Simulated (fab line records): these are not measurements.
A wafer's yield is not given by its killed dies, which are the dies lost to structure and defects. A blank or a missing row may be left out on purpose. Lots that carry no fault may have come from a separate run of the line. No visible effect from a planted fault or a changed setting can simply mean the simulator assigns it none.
The tool behind it: which one? -- flow nandHarc -- 12 lots with 36 wafers sampled at 3 steps, on a route of 1302 steps

WHAT EACH GAUGE READ, for each wafer
NHARC_A_BLC_OVL_MEAS_11.
lot,measured,on,overlayXNm (nm)
L074,day 23 00:25,overlay-01,0.1 0.0 0.1
L077,day 24 01:01,overlay-02,-0.4 -0.1 0.2
L080,day 24 10:36,overlay-02,0.4 -0.3 0.2
L084,day 26 03:33,overlay-02,0.3 0.3 -0.1
L082,day 26 13:20,overlay-02,-0.3 -0.4 -0.4
L086,day 27 10:20,overlay-02,0.2 0.1 0.0
L088,day 28 05:03,overlay-01,0.6 0.0 0.5
L089,day 29 01:11,overlay-02,0.2 0.5 0.0
L092,day 29 11:10,overlay-01,0.2 -0.3 -0.4
L093,day 30 03:08,overlay-02,0.0 0.1 0.4
L096,day 31 14:49,overlay-01,-0.6 -0.2 -1.3
L097,day 32 17:50,overlay-02,1.3 0.7 1.4

WHAT TOOL EACH LOT RAN ON (gives the tool, then ch and the chambers of the sampled wafers, and finally the start)
lot,NHARC_A_CONTACT_ETCH_98,NHARC_A_CONTACT_ALD_18
L074,"rieDiel-04 ch 0,1,3, day 22 22:19 or earlier","aldMetal-03 ch 1,2,3, day 22 22:19"
L077,"rieDiel-02 ch 1,2, day 23 22:55 or earlier","aldMetal-03 ch 0,3, day 23 22:55"
L080,"rieDiel-04 ch 0,1,3, day 24 08:34 or earlier","aldMetal-03 ch 1,2,3, day 24 08:34"
L084,"rieDiel-02 ch 0,1,3, day 26 01:28 or earlier","aldMetal-03 ch 0,1, day 26 01:28"
L082,"rieDiel-05 ch 0,1,2, day 26 11:17 or earlier","aldMetal-04 ch 0,2,3, day 26 11:17"
L086,"rieDiel-04 ch 0,2, day 27 08:14 or earlier","aldMetal-04 ch 0,2,3, day 27 08:14"
L088,"rieDiel-05 ch 0,1,2, day 28 02:59 or earlier","aldMetal-02 ch 0,1,2, day 28 02:59"
L089,"rieDiel-04 ch 0,1,3, day 28 23:10 or earlier","aldMetal-02 ch 0,1, day 28 23:10"
L092,"rieDiel-04 ch 0,1, day 29 09:02 or earlier","aldMetal-02 ch 0,2,3, day 29 09:02"
L093,"rieDiel-04 ch 0,2,3, day 30 01:01 or earlier","aldMetal-04 ch 0,1, day 30 01:01"
L096,"rieDiel-05 ch 0,1,2, day 31 11:38","aldMetal-02 ch 1,2, day 31 12:43"
L097,"rieDiel-04 ch 0,2,3, day 32 15:47 or earlier","aldMetal-03 ch 0,1,3, day 32 15:47"
- NHARC_A_CONTACT_ETCH_98: etches the open film in C4F6/O2, target depth 20 nm, time 10 s.
- NHARC_A_CONTACT_ALD_18: deposits TiN, target thk 3 nm, pulse time 1 s, ald cycles 150.

THE ANSWER, worked out from the rows above alone
Rule: usual is defined by the lots themselves. Put in order of their means at a reading, lots are off if they are a third of the lots or fewer, leave a main group of 4 or more, and stand apart from it by a gap of 3 or more times the standard deviation of the main group's means; of several such gaps the widest counts. The tables above print the reading to a certain number of digits; a main group whose means all agree to those digits is not used. Also off: a lot with no number at a reading for which 4 or more lots have one. Where the step has rows for the other lots, those lots are counted as sound.
Across all readings shown, no lot is off: no conclusion can be drawn from this.

WHAT THE SIMULATOR PUT IN
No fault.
